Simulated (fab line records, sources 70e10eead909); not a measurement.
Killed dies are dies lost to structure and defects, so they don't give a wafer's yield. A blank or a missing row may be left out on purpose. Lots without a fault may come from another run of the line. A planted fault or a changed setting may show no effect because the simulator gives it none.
fab line records | flow nand_harc
record lots=6 wafers=18 last_day=32
route steps=1302 shown A_CHANNEL_FILL_D1@495 END@1302
lots that met no fault: from a run of the same line without faults
start_h: hours from the record's first day to the start of the lot's first wafer shown | wait_h: hours since the lot's step before | " the same as in the row above | L1.1+2: a row that stands for several wafers | - no value, or no start given | * or withheld: withheld | < > ~ a bound
route shown NAME@n: a module of which the file shows steps, and the number in the route of the first | usual: mean/standard deviation of fault-free wafers | same: alike in all rows | chamber/n: place in a boat | sites: the reading at each site | _std_site: their standard deviation | _edge_site: outer sites' mean less inner sites' | radius_mm: how far each site lies from the wafer's centre | mask NAME#n: copy n | behind: the tool/chamber that last shaped the wafer | hold: why the lot was held/for how many hours/how that ended | device: the transistor (n, p or np) that didn't switch | end of line: the same wafers' tests at the end of the route | a step without rows: its recipe alone | killed: dies lost to structure and defects at the first sort, not the wafer's yield | map: a wafer's dies, x killed, . not, _ none there
set.NAME: the setting as run; set.NAME@STEP: as run at that earlier step | model.NAME: the simulator's own value behind a step, which no gauge read
lots at some steps of the route; a table a step, a row a wafer
services: from which hour (start_h, from the record's first day; less than 0 if before it) a tool's chamber was out of use, for how many hours, and why
## steps
# step NHARC_A_CHANNEL_FILL_D1_ALD_15
# recipe target_thk_a=20 pulse_time_s=60 ald_cycles=19 temp_c=630 pressure_torr=2 material=SiNx
# usual chamber_pressure_Torr=1.999/0.0039 precursor_pulse_height_rel=1.003/0.019
# same ald_cycles=19
# columns lot.wafer tool chamber start_h wait_h chamber_pressure_Torr precursor_pulse_height_rel
L962.2 ald_sin_batch-02 0 - - 1.997 1.035
L962.3 " 0 " " 1.992 1.028
L962.4 " 0 " " 1.999 1.036
L968.1 ald_sin_batch-01 0 - - 1.997 0.973
L968.2 " 0 " " 1.996 0.990
L968.6 " 0 " " 1.989 0.963
L971.2 ald_sin_batch-02 0 - - 2.003 1.008
L971.3 " 0 " " 2.000 1.022
L971.6 " 0 " " 1.998 1.022
L973.2 ald_sin_batch-02 0 - - 1.997 1.015
L973.3 " 0 " " 2.002 0.992
L973.4 " 0 " " 2.006 1.001
L979.1 ald_sin_batch-03 0 - - 2.000 1.014
L979.2 " 0 " " 1.998 0.999
L979.4 " 0 " " 2.001 1.005
L981.1 ald_sin_batch-03 0 - - 1.990 0.963
L981.2 " 0 " " 1.989 1.037
L981.3 " 0 " " 1.996 0.968
# step NHARC_A_CHANNEL_FILL_D1_ALD_16
# recipe target_thk_a=15 pulse_time_s=10 ald_cycles=15 temp_c=300 material=SiO2
# step NHARC_A_CHANNEL_FILL_D1_ANNEAL_17
# recipe temp_c=850 time_s=1800
# step NHARC_A_CHANNEL_FILL_D1_CVD_18
# recipe target_thk_a=30 temp_c=550 material=poly-Si
# step NHARC_A_CHANNEL_FILL_D1_ETCHBACK_19
# recipe target_depth_a=50 time_s=1.7 hbr_flow_sccm=150 cl2_flow_sccm=50 rf_w=400 icp_w=400 bias_w=100 chemistry=HBr/Cl2
# usual drypump_motor_current_A=5.8/0.54 oes_product_au=1.000/0.0078 throttle_valve_pct=26.406/0.0083
# columns lot.wafer tool chamber start_h wait_h drypump_motor_current_A oes_product_au rf_hours_counter_h throttle_valve_pct
L962.4 rie_si-04 2 250.13 0.4 5.1 1.006 0.51 26.397
L962.3 " 3 " " 6.2 0.996 0.39 26.415
L962.2 " 1 " " 6.4 1.009 0.58 26.405
L968.1 rie_si-05 3 300.39 0.4 5.1 0.997 0.86 26.399
L968.2 " 0 " " 6.4 1.004 0.81 26.407
L968.6 " 2 " " 6.1 0.998 - 26.417
L971.2 rie_si-05 1 325.91 0.4 6.2 0.998 0.08 26.402
L971.3 " 2 " " 6.1 0.996 0.08 26.399
L971.6 " 0 " " 6.4 0.995 - 26.407
L973.3 rie_si-05 0 354.86 0.4 6.4 0.987 0.31 26.407
L973.2 " 1 " " 6.2 0.992 0.30 26.400
L973.4 " 2 " " 6.1 0.996 0.33 26.410
L979.4 rie_si-03 2 419.69 0.4 5.8 0.988 0.01 26.406
L979.1 " 0 " " 4.9 0.996 0.02 26.410
L979.2 " 1 " " 5.3 0.998 0.02 26.426
L981.1 rie_si-05 0 428.35 0.4 6.4 1.005 0.96 26.424
L981.3 " 1 " " 6.2 1.000 0.97 26.398
L981.2 " 2 " " 6.1 1.011 0.95 26.406
# step NHARC_A_CHANNEL_FILL_D1_ETCHBACK_20
# recipe target_depth_a=270 time_s=13.5 c4f8_flow_sccm=withheld o2_flow_sccm=8 ar_flow_sccm=withheld rf_w=600 bias_w=1500 chemistry=C4F8/O2/Ar
# usual oes_product_au=0.97/0.033 rf_vpp_V=981/5.4
# columns lot.wafer tool chamber start_h wait_h oes_product_au rf_hours_counter_h rf_vpp_V
L962.3 rie_diel-04 2 250.26 - 1.01 3 973
L962.4 " 0 " " 1.01 3 975
L962.2 " 1 " " 0.99 3 985
L968.1 rie_diel-11 3 300.51 - 1.01 2 972
L968.2 " 0 " " 1.00 3 986
L968.6 " 0 " " 1.00 - 986
L971.3 rie_diel-01 2 326.03 - 0.92 7 985
L971.2 " 3 " " 0.93 8 987
L971.6 " 1 " " 0.93 - 987
L973.2 rie_diel-11 2 354.98 - 0.93 7 981
L973.3 " 3 " " 0.93 6 973
L973.4 " 0 " " 0.94 6 983
L979.2 rie_diel-04 3 419.81 - 1.00 3 982
L979.4 " 1 " " 0.99 3 985
L979.1 " 2 " " 0.99 4 975
L981.2 rie_diel-11 2 428.50 - 0.92 11 984
L981.1 " 3 " " 0.93 11 971
L981.3 " 0 " " 0.93 10 983
# step NHARC_A_CHANNEL_FILL_D1_STRIP_28
# recipe time_s=20 o2_flow_sccm=500 ar_flow_sccm=0 bias_w=0 chemistry=O2
# usual drypump_motor_current_A=5.7/0.52 mfc_ar_sccm=0.015/0.014 o2_flow_sccm=499.9/1.4 oes_product_au=1.001/0.0079 rf_vpp_V=57.9/0.91 showerhead_plenum_p_Torr=3.59/0.14 throttle_valve_pct=17.036/0.0092
# columns lot.wafer tool chamber start_h wait_h drypump_motor_current_A mfc_ar_sccm o2_flow_sccm oes_product_au rf_hours_counter_h rf_vpp_V showerhead_plenum_p_Torr throttle_valve_pct
L962.2 rie_diel-04 3 250.36 0.1 5.4 0 499.4 0.997 4 57.5 3.61 17.046
L962.4 " 0 " " 5.6 0 499.4 0.998 3 57.2 3.45 17.017
L962.3 " 1 " " 5.9 0.012 500.4 0.994 3 59.0 3.76 17.042
L968.1 rie_diel-11 3 300.61 0.1 6.4 0.018 500.3 1.002 2 58.6 3.36 17.042
L968.2 " 0 " " 5.3 0.043 497.9 1.009 3 58.9 3.70 17.035
L968.6 " 0 " " 5.3 0.043 500.6 1.001 - 58.1 3.70 17.051
L971.2 rie_diel-01 2 326.10 0.1 5.3 0.019 500.7 1.004 7 57.3 3.75 17.021
L971.3 " 1 " " 5.9 0.026 499.5 0.999 7 58.2 3.74 17.023
L971.6 " 3 " " 5.5 0.033 501.0 1.002 - 58.2 3.72 17.047
L973.2 rie_diel-11 3 355.07 0.1 6.4 0.018 500.0 1.003 6 55.8 3.36 17.030
L973.3 " 0 " " 5.3 0.043 501.1 1.010 6 56.7 3.70 17.043
L973.4 " 1 " " 4.9 0.026 502.2 1.007 4 58.3 3.51 17.025
L979.2 rie_diel-04 3 419.91 0.1 5.4 0 499.8 1.012 3 56.2 3.60 17.022
L979.4 " 0 " " 5.6 0 498.0 1.006 3 58.8 3.45 17.031
L979.1 " 2 " " 5.7 0.001 502.5 1.009 4 56.0 3.41 17.034
L981.3 rie_diel-11 3 428.59 0.1 6.4 0.018 499.0 1.015 11 56.6 3.36 17.054
L981.2 " 1 " " 4.9 0.026 499.3 0.998 8 56.7 3.51 17.046
L981.1 " 2 " " 6.5 0 499.8 0.997 11 56.6 3.63 17.047
# step NHARC_A_CHANNEL_FILL_D1_PRECLEAN_21
# recipe time_s=30 chemistry=dHF
# step NHARC_A_CHANNEL_FILL_D1_SRD_23
# step NHARC_A_CHANNEL_FILL_D1_CVD_05
# recipe target_thk_a=50 temp_c=550 material=poly-Si
# step NHARC_A_CHANNEL_FILL_D1_ANNEAL_22
# recipe temp_c=620 time_s=7200
# step NHARC_A_CHANNEL_FILL_D1_ALD_25
# recipe target_thk_a=600 pulse_time_s=10 ald_cycles=600 temp_c=300 material=SiOx
# usual ald_cycles=600/0 heater_power_outer_w=266/23 heater_power_w=465/31 precursor_pulse_height_rel=1.001/0.02
# columns lot.wafer tool chamber start_h wait_h ald_cycles heater_power_outer_w heater_power_w precursor_pulse_height_rel
L962.3 ald_hk-03 0 263.61 0.7 600 274 478 0.961
L962.2 " 1 " " 600 279 479 1.044
L962.4 " 2 " " 600 247 459 0.987
L968.1 ald_hk-01 3 316.59 0.1 600 221 444 1.000
L968.2 " 1 317.82 1.3 600 282 448 0.999
L968.6 " 3 319.05 2.5 600 225 448 0.965
L971.2 ald_hk-01 0 338.07 0.1 - - - -
L971.3 " 1 " " - - - -
L971.6 " 0 340.51 2.5 - - - -
L973.2 ald_hk-03 0 368.12 0.8 - - - -
L973.4 " 1 " " - - - -
L973.3 " 2 " " - - - -
L979.1 ald_hk-04 0 431.59 0.1 600 283 477 1.005
L979.2 " 1 " " 600 314 559 1.013
L979.4 " 2 " " 600 261 458 1.017
L981.2 ald_hk-01 2 440.54 0.1 600 289 460 1.011
L981.1 " 3 " " 600 227 435 1.008
L981.3 " 1 442.43 1.9 600 280 433 0.989
# step NHARC_A_CHANNEL_FILL_D1_ETCHBACK_08
# recipe target_depth_a=2200 time_s=110 c4f8_flow_sccm=20 ar_flow_sccm=withheld rf_w=600 bias_w=300 chemistry=C4F8
# usual oes_product_au=0.96/0.035 rf_vpp_V=442.0/2.7
# columns lot.wafer tool chamber start_h wait_h oes_product_au rf_hours_counter_h rf_vpp_V
L962.4 rie_diel-01 2 - - 0.98 3.0 443.3
L962.3 " 0 " " 0.99 3.1 443.1
L962.2 " 1 " " 0.98 2.9 446.4
L968.1 rie_diel-04 1 - - 1.00 6.6 446.3
L968.2 " 0 " " 1.00 6.0 438.7
L968.6 " 0 " " 1.00 - 439.0
L971.3 rie_diel-01 3 - - 0.92 8.9 444.7
L971.2 " 1 " " 0.93 8.2 445.5
L971.6 " 3 " " 0.92 - 444.7
L973.4 rie_diel-04 2 - - 1.00 0.3 439.8
L973.3 " 3 " " 1.01 0.3 442.0
L973.2 " 0 " " 1.01 0.2 438.8
L979.1 rie_diel-01 3 - - 1.00 1.6 443.5
L979.4 " 0 " " 0.99 2.1 442.8
L979.2 " 1 " " 1.00 2.5 445.4
L981.3 rie_diel-04 1 - - 0.96 3.8 446.4
L981.2 " 2 " " 0.98 5.2 437.6
L981.1 " 3 " " 0.98 4.9 442.4
# step NHARC_END_SORT_01
# recipe temp_c=25
# usual killed_at_array=54/16 killed_at_other=0.6/0.86 killed_at_periphery=3.8/2.6 killed_dies=58/16 killed_open=3.3/1.8 killed_short=2.7/1.7
# same gross_dies=677
# columns lot.wafer tool chamber start_h wait_h killed_at_array killed_at_other killed_at_periphery killed_dies killed_open killed_short
L971.2 prober-01 0 676.37 2.8 669 1 7 677 4 4
L971.3 prober-01 0 677.16 3.1 672 0 5 677 1 3
L971.6 prober-01 0 679.53 4.0 668 0 9 677 3 2
L973.2 prober-02 0 701.60 2.8 672 0 5 677 2 2
L973.3 prober-02 0 702.40 3.1 664 0 13 677 7 3
L973.4 prober-02 0 703.20 3.4 671 0 6 677 3 3
# killed by level:class
L971.2 A_CHANNEL_FILL_D1:area_ald=634 A_SLIT:chamber_film_flake=14 A_CHANNEL_HOLE_D1:chamber_film_flake=4 P_ZERO_WELL:chamber_film_flake=3 A_STAIRCASE:chamber_film_flake=3 A_WL_FILL:geometric_particle:short=2 P_GATE:chamber_film_flake=2 A_WL_FILL:chamber_film_flake=2
L971.3 A_CHANNEL_FILL_D1:area_ald=635 A_SLIT:chamber_film_flake=17 A_CHANNEL_HOLE_D1:chamber_film_flake=5 A_STAIRCASE:chamber_film_flake=4 P_GATE:chamber_film_flake=3 A_WL_FILL:chamber_film_flake=3 P_ZERO_WELL:chamber_film_flake=2 A_CHANNEL_HOLE_D2:chamber_film_flake=2
L971.6 A_CHANNEL_FILL_D1:area_ald=635 A_SLIT:chamber_film_flake=17 A_CHANNEL_HOLE_D1:chamber_film_flake=5 P_GATE:chamber_film_flake=4 A_BONDPAD:chamber_film_flake=4 P_ZERO_WELL:chamber_film_flake=3 P_M0:geometric_particle:open=1 P_M1:geometric_particle:short=1
L973.2 A_CHANNEL_FILL_D1:area_ald=623 A_SLIT:chamber_film_flake=27 A_STAIRCASE:chamber_film_flake=8 A_CHANNEL_HOLE_D1:chamber_film_flake=5 P_GATE:chamber_film_flake=4 A_CONTACT:chamber_film_flake=2 A_DECK1_JOINT:geometric_particle:open=1 A_ONON_D2:geometric_particle:open=1
L973.3 A_CHANNEL_FILL_D1:area_ald=630 A_SLIT:chamber_film_flake=16 P_GATE:chamber_film_flake=9 A_CHANNEL_HOLE_D1:chamber_film_flake=5 A_CONTACT:chamber_film_flake=3 P_GATE:geometric_particle:open=2 P_GATE:geometric_particle:short=1 A_ONON_D1:geometric_particle:open=1
L973.4 A_CHANNEL_FILL_D1:area_ald=628 A_SLIT:chamber_film_flake=22 A_CHANNEL_HOLE_D1:chamber_film_flake=6 P_GATE:chamber_film_flake=4 A_STAIRCASE:chamber_film_flake=3 A_CONTACT:chamber_film_flake=2 A_M1:chamber_film_flake=2 P_M1:geometric_particle:short=1
# map L971.2 (x killed, . not)
____________x____________
_________xxxxxxx_________
_______xxxxxxxxxxx_______
______xxxxxxxxxxxxx______
_____xxxxxxxxxxxxxxx_____
____xxxxxxxxxxxxxxxxx____
____xxxxxxxxxxxxxxxxx____
___xxxxxxxxxxxxxxxxxxx___
___xxxxxxxxxxxxxxxxxxx___
__xxxxxxxxxxxxxxxxxxxxx__
__xxxxxxxxxxxxxxxxxxxxx__
_xxxxxxxxxxxxxxxxxxxxxxx_
_xxxxxxxxxxxxxxxxxxxxxxx_
_xxxxxxxxxxxxxxxxxxxxxxx_
_xxxxxxxxxxxxxxxxxxxxxxx_
_xxxxxxxxxxxxxxxxxxxxxxx_
xxxxxxxxxxxxxxxxxxxxxxxxx
xxxxxxxxxxxxxxxxxxxxxxxxx
xxxxxxxxxxxxxxxxxxxxxxxxx
xxxxxxxxxxxxxxxxxxxxxxxxx
xxxxxxxxxxxxxxxxxxxxxxxxx
_xxxxxxxxxxxxxxxxxxxxxxx_
_xxxxxxxxxxxxxxxxxxxxxxx_
_xxxxxxxxxxxxxxxxxxxxxxx_
_xxxxxxxxxxxxxxxxxxxxxxx_
_xxxxxxxxxxxxxxxxxxxxxxx_
__xxxxxxxxxxxxxxxxxxxxx__
__xxxxxxxxxxxxxxxxxxxxx__
___xxxxxxxxxxxxxxxxxxx___
___xxxxxxxxxxxxxxxxxxx___
____xxxxxxxxxxxxxxxxx____
____xxxxxxxxxxxxxxxxx____
_____xxxxxxxxxxxxxxx_____
______xxxxxxxxxxxxx______
_______xxxxxxxxxxx_______
_________xxxxxxx_________
____________x____________
# map L973.2 (x killed, . not)
____________x____________
_________xxxxxxx_________
_______xxxxxxxxxxx_______
______xxxxxxxxxxxxx______
_____xxxxxxxxxxxxxxx_____
____xxxxxxxxxxxxxxxxx____
____xxxxxxxxxxxxxxxxx____
___xxxxxxxxxxxxxxxxxxx___
___xxxxxxxxxxxxxxxxxxx___
__xxxxxxxxxxxxxxxxxxxxx__
__xxxxxxxxxxxxxxxxxxxxx__
_xxxxxxxxxxxxxxxxxxxxxxx_
_xxxxxxxxxxxxxxxxxxxxxxx_
_xxxxxxxxxxxxxxxxxxxxxxx_
_xxxxxxxxxxxxxxxxxxxxxxx_
_xxxxxxxxxxxxxxxxxxxxxxx_
xxxxxxxxxxxxxxxxxxxxxxxxx
xxxxxxxxxxxxxxxxxxxxxxxxx
xxxxxxxxxxxxxxxxxxxxxxxxx
xxxxxxxxxxxxxxxxxxxxxxxxx
xxxxxxxxxxxxxxxxxxxxxxxxx
_xxxxxxxxxxxxxxxxxxxxxxx_
_xxxxxxxxxxxxxxxxxxxxxxx_
_xxxxxxxxxxxxxxxxxxxxxxx_
_xxxxxxxxxxxxxxxxxxxxxxx_
_xxxxxxxxxxxxxxxxxxxxxxx_
__xxxxxxxxxxxxxxxxxxxxx__
__xxxxxxxxxxxxxxxxxxxxx__
___xxxxxxxxxxxxxxxxxxx___
___xxxxxxxxxxxxxxxxxxx___
____xxxxxxxxxxxxxxxxx____
____xxxxxxxxxxxxxxxxx____
_____xxxxxxxxxxxxxxx_____
______xxxxxxxxxxxxx______
_______xxxxxxxxxxx_______
_________xxxxxxx_________
____________x____________
## services
# columns tool chamber start_h hours kind
rie_si-05 3 212.77 3.9 repair
rie_diel-01 - 222.88 0.7 repair
rie_diel-11 - 255.56 9.0 pm
ald_sin_batch-02 - 270.63 26.0 pm
rie_diel-04 - 279.04 0.5 repair
rie_diel-11 1 283.59 54.3 repair
rie_diel-04 2 293.35 1.4 repair
ald_hk-01 - 302.35 10.0 pm
rie_si-05 - 305.00 9.0 pm
rie_diel-04 2 309.20 31.1 repair
rie_diel-11 0 325.11 5.3 repair
rie_diel-04 3 327.38 4.0 repair
rie_si-05 3 328.69 14.1 repair
rie_diel-11 - 335.84 0.3 repair
rie_diel-04 - 354.90 9.0 pm
rie_si-05 3 373.53 78.5 repair
rie_diel-01 2 377.92 2.5 repair
rie_diel-01 - 380.80 9.0 pm
rie_diel-01 1 402.08 2.2 repair
rie_diel-01 - 423.90 2.5 repair
rie_diel-11 0 424.46 1.5 repair
rie_diel-04 1 426.74 13.9 repair
rie_diel-11 - 432.56 9.0 pm
rie_diel-04 3 443.03 1.7 repair
## key
first_sign step=NHARC_A_CHANNEL_FILL_D1_ALD_25 reading=tool_record direction=missing
effect step=NHARC_END_SORT_01 reading=killed_at_array direction=up sigmas=38 usual=54 struck=669
more_kills_born_at NHARC_A_CHANNEL_FILL_D1_ALD_25@ald_hk-01=1904 NHARC_A_CHANNEL_FILL_D1_ALD_25@ald_hk-03=1881
met_at NHARC_A_CHANNEL_FILL_D1_ALD_25
struck_wafers L971.2,L971.3,L971.6,L973.2,L973.3,L973.4
later_rows_left_out L971.2,L971.3,L971.6,L973.2,L973.3,L973.4
tester_left_out L971,L973
onset_between 316.59 338.07
fault kind=skipped_step_whole tool=ald_hk-01,ald_hk-03 chamber=- onset_h=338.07 steps=NHARC_A_CHANNEL_FILL_D1_ALD_25 scope=struck_lots_only
# tester_left_out: of these lots the tester's yield and bins aren't shown, on N5 and GAA mostly nor the transistor test; their killed dies are dies lost to structure and defects alone, not to doping, threshold or leakage, so they don't give the yield
# later_rows_left_out: the simulator's readings of these wafers behind a module that went badly wrong aren't trusted and aren't shown, but for the sort
